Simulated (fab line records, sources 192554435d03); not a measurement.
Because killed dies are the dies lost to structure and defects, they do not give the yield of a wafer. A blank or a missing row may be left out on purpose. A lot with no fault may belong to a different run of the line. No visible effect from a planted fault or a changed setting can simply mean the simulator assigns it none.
Split-lot experiment ; flow n5-finfet ; 21 wafers read from 7 lots, route of 1938 steps

## THE SPLIT
At N5_HKMG_FIN_PEB_10 (peb time 60 s), the setting peb-time-s was moved away from the recipe's 60 s on 4 of the 21 wafers read, by -11.7% to +22.1%. The other wafers ran this setting at the recipe's value.

## FROM SPLIT TO READING: 1 step shown by the file between the two
- N5_HKMG_FIN_DEVELOP_11: develop time 30 s

## THE READING
cd-nm at N5_HKMG_FIN_CD_MEAS_12, given in nm (cd target 92.8 nm). Fault-free wafers of this fab line usually give 92.7 nm, standard deviation 0.87 nm.

wafer;tool, chamber at the split;peb-time-s as run, s;against the recipe;cd-nm, nm;against lot-mates on the recipe
L079.1;litho-track-01, 0;66.95;+11.6%;95.9;+3.6
L079.2;litho-track-01, 0;60;recipe;92.6;-
L079.6;litho-track-01, 0;60;recipe;92.0;-
L084.1;litho-track-04, 0;60;recipe;93.7;-
L084.2;litho-track-04, 0;60;recipe;93.6;-
L084.5;litho-track-04, 0;60;recipe;93.9;-
L085.3;litho-track-01, 0;60;recipe;92.6;-
L085.4;litho-track-01, 0;60;recipe;92.9;-
L085.6;litho-track-01, 0;72.32;+20.5%;98.0;+5.2
L086.1;litho-track-01, 0;60;recipe;92.2;-
L086.3;litho-track-01, 0;60;recipe;92.5;-
L086.6;litho-track-01, 0;60;recipe;92.5;-
L089.1;litho-track-02, 0;60;recipe;93.6;-
L089.2;litho-track-02, 0;60;recipe;94.1;-
L089.4;litho-track-02, 0;60;recipe;92.7;-
L090.1;litho-track-02, 0;60;recipe;93.1;-
L090.4;litho-track-02, 0;53;-11.7%;88.8;-4.4
L090.5;litho-track-02, 0;60;recipe;93.2;-
L094.1;litho-track-02, 0;73.26;+22.1%;99.8;+5.5
L094.3;litho-track-02, 0;60;recipe;94.0;-
L094.6;litho-track-02, 0;60;recipe;94.6;-

FIT RESULTS
A straight line over all 21 wafers: cd-nm changes by +0.282 nm for each +1% of peb-time-s; r = +0.94; the points scatter about the line by 0.77 nm.
The same after taking each lot's own level away (the mean of its wafers on the recipe; 21 wafers): +0.276 nm for each +1%; r = +0.98; scatter 0.42 nm.
The reading moves by 6.1 nm for the largest change in peb-time-s, on that fit.
The lots' own levels span 92.30 to 94.30 nm, that is 2.3 times the standard deviation above.
So the lot-to-lot level changes the slope little: the two slopes agree.
Check: with one of the wafers moved furthest among these (+22.1%) left out of the fit, the line predicts +6.37 nm for it against its lot-mates. Against them it came out at +5.5 nm.

## OTHER SPLITS ON THESE WAFERS
These wafers also went through other splits before the reading. Each is held against what the fit with the lots' levels taken away leaves over:
other split on the same wafers;wafers away from the commonest value;r with cd-nm (lot level and that fit taken away)
N5_WELL_APT_COAT_02 spin-rpm;2;+0.02
N5_DUMMY_GATE_CVD_03 temp-c;12;-0.09
N5_DUMMY_GATE_COAT_35 spin-rpm;7;-0.41
N5_SD_EPI_P_ETCH_16 target-depth-a;7;-0.17
N5_SDB_ALD_29 ald-cycles;7;+0.03
N5_SDB_CMP_30 platen-rpm;7;+0.16
N5_HKMG_FIN_COAT_06 spin-rpm;6;+0.18

## THE WHOLE CHAIN: every reading that the file lists as answering this split, in the file's order
step;what it does;reading;change (the file's fit);r (the file's)
N5_HKMG_FIN_CD_MEAS_12;target cd 92.8 nm;cd-nm;+0.272 nm for each +1% of the setting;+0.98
N5_HKMG_FIN_ETCH_67;etches SOC in N2/H2, stops on TiN, target depth 388.9 nm;HKMG_FIN.cd-nm (the simulator's own value, which no gauge read);+0.248 nm for each +1% of the setting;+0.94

## THE FILE'S OWN FIT
cd-nm changes by +0.272 nm for each +1% of peb-time-s, r = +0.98.
